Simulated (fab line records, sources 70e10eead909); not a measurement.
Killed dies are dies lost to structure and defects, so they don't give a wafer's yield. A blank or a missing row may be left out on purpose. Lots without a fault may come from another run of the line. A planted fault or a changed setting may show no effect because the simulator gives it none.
Which tool did it? | flow nand_harc | 24 lots, 72 wafers sampled, at 2 steps of a route of 1159

WHAT THE GAUGES READ, wafer by wafer
NHARC_P_STI_CD_MEAS_09: target cd 200 nm.
lot  | measured    | on        | cd_nm (nm)
L074 | day 2 12:09 | cd_sem-03 | 201.1 196.3 199.3
L075 | day 2 16:46 | cd_sem-03 | 197.9 197.2 200.4
L076 | day 3 02:11 | cd_sem-01 | 197.9 200.0 201.1
L077 | day 3 02:01 | cd_sem-03 | 201.3 197.9 201.2
L078 | day 3 13:04 | cd_sem-01 | 201.0 203.0 204.2
L079 | day 3 16:53 | cd_sem-01 | 203.5 198.4 198.8
L080 | day 3 22:53 | cd_sem-02 | 199.4 202.5 200.3
L081 | day 4 04:56 | cd_sem-03 | 195.6 199.7 200.9
L082 | day 4 12:34 | cd_sem-02 | 197.6 201.2 194.2
L083 | day 4 21:13 | cd_sem-02 | 199.3 201.5 201.1
L084 | day 4 21:23 | cd_sem-02 | 201.2 202.5 203.0
L085 | day 5 05:23 | cd_sem-03 | 201.7 198.8 199.9
L086 | day 5 13:53 | cd_sem-02 | 198.4 201.4 199.7
L087 | day 5 13:44 | cd_sem-02 | 198.6 198.4 199.5
L088 | day 5 22:49 | cd_sem-03 | 199.0 200.4 199.3
L089 | day 6 06:06 | cd_sem-03 | 195.5 195.7 199.5
L090 | day 6 11:09 | cd_sem-03 | 203.4 201.3 200.4
L091 | day 6 17:01 | cd_sem-02 | 201.5 202.5 204.6
L092 | day 7 00:10 | cd_sem-03 | 197.5 199.1 199.9
L093 | day 7 05:43 | cd_sem-01 | 200.6 199.9 200.2
L094 | day 7 11:12 | cd_sem-03 | 200.7 200.5 198.8
L095 | day 7 19:32 | cd_sem-03 | 198.9 199.0 195.3
L096 | day 7 19:29 | cd_sem-02 | 199.0 198.7 200.2
L097 | day 8 07:43 | cd_sem-03 | 198.9 201.4 197.1

WHICH TOOL RAN EACH LOT (tool, then ch and the chambers of the sampled wafers, then the start)
lot  | NHARC_P_ZERO_WELL_ETCH_65
L074 | rie_diel-07 ch 0,1,3, day 1 13:29
L075 | rie_diel-07 ch 0,1,2, day 1 19:22
L076 | rie_diel-06 ch 1,2, day 2 01:29
L077 | rie_diel-07 ch 0,2, day 2 07:23
L078 | rie_diel-07 ch 0,1,2, day 2 13:32
L079 | rie_diel-07 ch 0,1,2, day 2 19:23
L080 | rie_diel-06 ch 1,2,3, day 3 01:31
L081 | rie_diel-12 ch 1,2, day 3 07:30
L082 | rie_diel-07 ch 1,2, day 3 13:29
L083 | rie_diel-07 ch 0,1, day 3 19:22
L084 | rie_diel-06 ch 0,1,2, day 4 01:30
L085 | rie_diel-06 ch 2,3, day 4 07:29
L086 | rie_diel-06 ch 0,2,3, day 4 13:34
L087 | rie_diel-07 ch 1,2,3, day 4 19:33
L088 | rie_diel-12 ch 0,2,3, day 5 01:21
L089 | rie_diel-06 ch 0,1, day 5 07:22
L090 | rie_diel-07 ch 2,3, day 5 13:29
L091 | rie_diel-07 ch 0,2,3, day 5 19:23
L092 | rie_diel-07 ch 0,1,2, day 6 01:35
L093 | rie_diel-07 ch 0,1, day 6 07:22
L094 | rie_diel-12 ch 0,1, day 6 13:29
L095 | rie_diel-07 ch 0,3, day 6 19:29
L096 | rie_diel-07 ch 0,2, day 7 01:30
L097 | rie_diel-12 ch 0,1,3, day 7 07:29
- NHARC_P_ZERO_WELL_ETCH_65: etches the open film in N2/H2, target depth 80 nm, overetch 24 nm, time 87.88 s.

WHAT THE TOOLS THEMSELVES READ (means of the sampled wafers that have a number; where no wafer has one, the mark that the record gives instead)
NHARC_P_ZERO_WELL_ETCH_65.
lot  | tool        | drypump_motor_current_A (A) | oes_product_au (a.u.) | rf_vpp_V (V) | showerhead_plenum_p_Torr (Torr) | throttle_valve_pct (%)
L074 | rie_diel-07 | 6.2                         | 1.002                 | 431.9        | 2.06                            | 14.171
L075 | rie_diel-07 | 6.3                         | 1.009                 | 432.8        | 2.12                            | 14.175
L076 | rie_diel-06 | 5.9                         | 0.992                 | 427.2        | 1.92                            | 14.170
L077 | rie_diel-07 | 6.4                         | 0.996                 | 432.8        | 2.11                            | 14.174
L078 | rie_diel-07 | 6.3                         | 1.005                 | 433.2        | 2.12                            | 14.175
L079 | rie_diel-07 | 6.3                         | 1.003                 | 432.4        | 2.12                            | 14.175
L080 | rie_diel-06 | 5.5                         | 1.008                 | 427.8        | 1.92                            | 14.164
L081 | rie_diel-12 | 5.2                         | 0.993                 | 433.8        | 2.15                            | 14.172
L082 | rie_diel-07 | 6.2                         | 0.991                 | 433.9        | 2.15                            | 14.171
L083 | rie_diel-07 | 6.5                         | 1.000                 | 431.1        | 2.09                            | 14.170
L084 | rie_diel-06 | 5.9                         | 1.002                 | 429.1        | 2.00                            | 14.157
L085 | rie_diel-06 | 5.4                         | 1.002                 | 427.4        | 1.94                            | 14.176
L086 | rie_diel-06 | 5.5                         | 1.000                 | 428.9        | 2.00                            | 14.174
L087 | rie_diel-07 | 6.1                         | 0.993                 | 431.6        | 2.09                            | 14.177
L088 | rie_diel-12 | 5.9                         | 1.001                 | 434.2        | 2.16                            | 14.176
L089 | rie_diel-06 | 5.9                         | 0.993                 | 431.2        | 2.06                            | 14.178
L090 | rie_diel-07 | 6.2                         | 0.991                 | 431.4        | 2.09                            | 14.175
L091 | rie_diel-07 | 6.4                         | 0.999                 | 430.5        | 2.06                            | 14.174
L092 | rie_diel-07 | 6.3                         | 1.006                 | 432.1        | 2.12                            | 14.167
L093 | rie_diel-07 | 6.4                         | 1.007                 | 431.7        | 2.09                            | 14.165
L094 | rie_diel-12 | 5.5                         | 0.986                 | 433.5        | 2.10                            | 14.176
L095 | rie_diel-07 | 6.3                         | 0.991                 | 429.7        | 2.00                            | 14.179
L096 | rie_diel-07 | 6.4                         | 0.997                 | 432.0        | 2.11                            | 14.167
L097 | rie_diel-12 | 5.7                         | 0.996                 | 432.7        | 2.11                            | 14.165

THE ANSWER, worked out from the rows above alone
Rule: what is usual is taken from the lots themselves. Put in order of their means at a reading, lots are off if they are a third of the lots or fewer, leave a main group of 4 or more, and stand apart from it by a gap of 3 or more times the standard deviation of the main group's means; of several such gaps the widest counts. A main group whose means are all the same, to the digits that the tables above print for the reading, isn't used. A lot without any number at a reading at which 4 lots or more have one is off too. The other lots that the step has rows for count as sound. The gauges are gone through in route order, then the tools' own readings, and for those a lot's mean is taken as printed above. The first step at which some lot is off is used, and at that step the reading that is off furthest; a lot without a number counts as furthest.
No lot is off at any reading shown: from this, nothing can be told.

WHAT THE SIMULATOR HAD PUT IN
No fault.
